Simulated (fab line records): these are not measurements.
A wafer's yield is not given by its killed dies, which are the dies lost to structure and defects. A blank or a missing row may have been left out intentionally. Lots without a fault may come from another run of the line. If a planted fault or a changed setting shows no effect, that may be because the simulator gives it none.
Lot-split experiment | flow n5Finfet | 7 lots, 21 wafers read, on a route of 1938 steps

THE SPLIT ITSELF
At N5_BEOL_M3_EXPOSE_08 (exposes mask M3), the setting doseMj was moved away from the recipe's 33 on 9 of the 21 wafers read, by -7.2% to +3.8%. This setting was run at the recipe's value on the other wafers.

FROM THE SPLIT TO THE READING: what the file shows between them, 14 steps
- N5_BEOL_M3_PEB_09: peb time 60 s
- N5_BEOL_M3_DEVELOP_10: develop time 30 s
- N5_BEOL_M3_CD_MEAS_11: target cd 17.05 nm
- N5_BEOL_M3_DESCUM_16: chemistry O2, time 7 s
- N5_BEOL_M3_ETCH_74: etches underlayer in N2/H2, target depth 6.5 nm, time 5.2 s
- N5_BEOL_M3_ETCH_63: etches SiARC in CF4, target depth 15.6 nm, time 26 s
- N5_BEOL_M3_ETCH_64: etches SOC in N2/H2, target depth 75 nm, overetch 15 nm, time 112.5 s
- N5_BEOL_M3_STRIP_65: strips in N2/H2
- N5_BEOL_M3_STRIP_75: strips in N2/H2
- N5_BEOL_M3_STRIP_66: strips in CF4
- N5_BEOL_M3_HM_OPEN_17: chemistry Cl2/BCl3, target TiN, target depth 20 nm, overetch 6 nm
- N5_BEOL_M3_STRIP_19: strips in O2
- N5_BEOL_M3_PRECLEAN_42: cleans in residue remover, time 60 s
- N5_BEOL_M3_SRD_43: time 30 s

THE READING
cdNm, in nm, at N5_BEOL_M3_CD_MEAS_35 (target cd 18 nm, target cd y 21 nm). Fault-free wafers of this fab line usually give 17.8 nm, standard deviation 0.39 nm.

wafer  | tool, chamber at the split | doseMj as run | against the recipe | cdNm, nm | against lot-mates on the recipe
L074.2 | euvScanner-01, 0           | 30.78         | -6.7%              | 16.5     | -1.6
L074.3 | euvScanner-01, 0           | 33            | recipe             | 18.1     | -
L074.4 | euvScanner-01, 0           | 30.78         | -6.7%              | 16.5     | -1.6
L085.2 | euvScanner-02, 0           | 30.62         | -7.2%              | 15.9     | -1.8
L085.3 | euvScanner-02, 0           | 33            | recipe             | 17.7     | -
L085.4 | euvScanner-02, 0           | 30.62         | -7.2%              | 15.9     | -1.8
L086.1 | euvScanner-02, 0           | 34.11         | +3.4%              | 18.3     | +0.4
L086.4 | euvScanner-02, 0           | 33            | recipe             | 17.8     | -
L086.6 | euvScanner-02, 0           | 33            | recipe             | 18.0     | -
L088.3 | euvScanner-01, 0           | 33            | recipe             | 18.0     | -
L088.4 | euvScanner-01, 0           | 33            | recipe             | 17.5     | -
L088.5 | euvScanner-01, 0           | 33            | recipe             | 17.0     | -
L091.1 | euvScanner-02, 0           | 33            | recipe             | 18.4     | -
L091.4 | euvScanner-02, 0           | 33            | recipe             | 18.3     | -
L091.5 | euvScanner-02, 0           | 33            | recipe             | 18.7     | -
L092.3 | euvScanner-01, 0           | 33.66         | +2.0%              | 18.4     | +0.8
L092.5 | euvScanner-01, 0           | 33            | recipe             | 17.6     | -
L092.6 | euvScanner-01, 0           | 33.66         | +2.0%              | 17.8     | +0.2
L095.2 | euvScanner-01, 0           | 34.25         | +3.8%              | 18.1     | -0.2
L095.3 | euvScanner-01, 0           | 33            | recipe             | 18.3     | -
L095.5 | euvScanner-01, 0           | 34.25         | +3.8%              | 18.9     | +0.6

FIT RESULTS
A straight line over all 21 wafers: cdNm changes by +0.221 nm for each +1% of doseMj; r = +0.88; the points scatter about the line by 0.43 nm.
The same after taking each lot's own level away (the mean of its wafers on the recipe; 21 wafers): +0.21 nm for each +1%; r = +0.92; scatter 0.32 nm.
Per that fit: largest doseMj move, reading shift of 1.5 nm.
The lots' own levels span 17.50 to 18.47 nm, that is 2.5 times the standard deviation above.
Hence the lot-to-lot level has little effect on the slope; both slopes agree.
Check: -1.57 nm against its lot-mates is what the line predicts for one of the wafers moved furthest among these (-7.2%) when that wafer is left out of the fit. Against them it came out at -1.8 nm.

THE WHOLE CHAIN: every reading that the file lists as answering this split, in the file's order
step                  | what it does                                                          | reading                                                             | change (the file's fit)               | r (the file's)
N5_BEOL_M3_CD_MEAS_11 | target cd 17.05 nm                                                    | cdNm                                                                | +0.246 nm for each +1% of the setting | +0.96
N5_BEOL_M3_ETCH_74    | etches underlayer in N2/H2, target depth 6.5 nm, time 5.2 s           | BEOL_M3.cdOffsetNm (the simulator's own value, which no gauge read) | +0.235 nm for each +1% of the setting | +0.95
N5_BEOL_M3_ETCH_64    | etches SOC in N2/H2, target depth 75 nm, overetch 15 nm, time 112.5 s | BEOL_M3.cdOffsetNm (the simulator's own value, which no gauge read) | +0.257 nm for each +1% of the setting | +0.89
N5_BEOL_M3_HM_OPEN_17 | chemistry Cl2/BCl3, target TiN, target depth 20 nm, overetch 6 nm     | BEOL_M3.cdOffsetNm (the simulator's own value, which no gauge read) | +0.247 nm for each +1% of the setting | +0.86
N5_BEOL_M3_CD_MEAS_35 | target cd 18 nm, target cd y 21 nm                                    | cdNm                                                                | +0.215 nm for each +1% of the setting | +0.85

THE FILE'S OWN FIT
cdNm changes by +0.215 nm for each +1% of doseMj, r = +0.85.
